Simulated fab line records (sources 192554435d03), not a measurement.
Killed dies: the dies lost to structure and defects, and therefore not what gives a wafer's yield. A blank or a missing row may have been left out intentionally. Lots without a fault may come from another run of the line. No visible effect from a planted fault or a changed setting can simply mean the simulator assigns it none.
Split-lot trial | flow n5_finfet | 7 lots, 21 wafers read, on a route of 1938 steps

ABOUT THE SPLIT
At N5_BEOL_M7_COAT_05 (resist thk 90 nm), the setting spin_rpm was moved away from the recipe's 1500 rpm on 11 of the 21 wafers read, by -10.4% to +3.6%. This setting was run at the recipe's value on the other wafers.

FROM THE SPLIT TO THE READING: what the file shows between them, 2 steps
- N5_BEOL_M7_EBR_07
- N5_BEOL_M7_SOFTBAKE_06: time 60 s

THE READING
CAR-ArF_of_BEOL_M7_COAT_05.thk_nm (the simulator's own value, which no gauge read), in nm, at N5_BEOL_M7_DESCUM_16 (chemistry O2, time 7.9 s). No usual value for it is given in the file. Average 83.6 nm, standard deviation 0.19 nm, over the 10 wafers here run with the recipe.

wafer  | tool, chamber at the split | spin_rpm as run, rpm | against the recipe | CAR-ArF_of_BEOL_M7_COAT_05.thk_nm, nm | against lot-mates on the recipe
L074.4 | litho_track-01, 0          | 1344                 | -10.4%             | 89                                    | +5.4
L074.5 | litho_track-01, 0          | 1500                 | recipe             | 83.6                                  | -
L074.6 | litho_track-01, 0          | 1344                 | -10.4%             | 88.6                                  | +5.0
L076.2 | litho_track-01, 0          | 1449                 | -3.4%              | 85.2                                  | +1.6
L076.3 | litho_track-01, 0          | 1500                 | recipe             | 83.6                                  | -
L076.6 | litho_track-01, 0          | 1500                 | recipe             | 83.6                                  | -
L080.3 | litho_track-02, 0          | 1500                 | recipe             | 83.6                                  | -
L080.4 | litho_track-02, 0          | 1500                 | recipe             | 83.6                                  | -
L080.6 | litho_track-02, 0          | 1500                 | recipe             | 83.6                                  | -
L086.1 | litho_track-05, 0          | 1435                 | -4.3%              | 85.2                                  | no lot-mate on the recipe
L086.3 | litho_track-05, 0          | 1435                 | -4.3%              | 85.4                                  | no lot-mate on the recipe
L086.6 | litho_track-05, 0          | 1435                 | -4.3%              | 85.6                                  | no lot-mate on the recipe
L087.2 | litho_track-02, 0          | 1500                 | recipe             | 84                                    | -
L087.5 | litho_track-02, 0          | 1500                 | recipe             | 83.8                                  | -
L087.6 | litho_track-02, 0          | 1420                 | -5.3%              | 86.4                                  | +2.5
L089.4 | litho_track-05, 0          | 1500                 | recipe             | 83.2                                  | -
L089.5 | litho_track-05, 0          | 1344                 | -10.4%             | 88.4                                  | +5.2
L089.6 | litho_track-05, 0          | 1344                 | -10.4%             | 88.4                                  | +5.2
L096.1 | litho_track-01, 0          | 1500                 | recipe             | 83.6                                  | -
L096.2 | litho_track-01, 0          | 1554                 | +3.6%              | 81.6                                  | -2.0
L096.5 | litho_track-01, 0          | 1554                 | +3.6%              | 81.6                                  | -2.0

THE FIT
A straight line over all 21 wafers: CAR-ArF_of_BEOL_M7_COAT_05.thk_nm changes by -0.486 nm for each +1% of spin_rpm; r = -0.99; the points scatter about the line by 0.24 nm.
The same after taking each lot's own level away (the mean of its wafers on the recipe; 18 wafers): -0.505 nm for each +1%; r = -1.00; scatter 0.11 nm.
The reading moves by 5.2 nm for the largest change in spin_rpm, on that fit.
Measured against the standard deviation above, the lots' own levels, which go from 83.20 to 83.90 nm, span 3.7 times it.
Hence the lot-to-lot level has little effect on the slope; both slopes agree.
Check: +5.14 nm against its lot-mates is what the line predicts for one of the wafers moved furthest among these (-10.4%) when that wafer is left out of the fit. Against them it came out at +5.4 nm.

THE WHOLE CHAIN: every reading that the file lists as answering this split, in the file's order
step                 | what it does             | reading                                                                            | change (the file's fit)               | r (the file's)
N5_BEOL_M7_COAT_05   | resist thk 90 nm         | CAR-ArF_of_BEOL_M7_COAT_05.thk_nm (the simulator's own value, which no gauge read) | -0.492 nm for each +1% of the setting | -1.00
N5_BEOL_M7_DESCUM_16 | chemistry O2, time 7.9 s | CAR-ArF_of_BEOL_M7_COAT_05.thk_nm (the simulator's own value, which no gauge read) | -0.498 nm for each +1% of the setting | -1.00

THE FILE'S OWN FIT
CAR-ArF_of_BEOL_M7_COAT_05.thk_nm changes by -0.498 nm for each +1% of spin_rpm, r = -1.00.
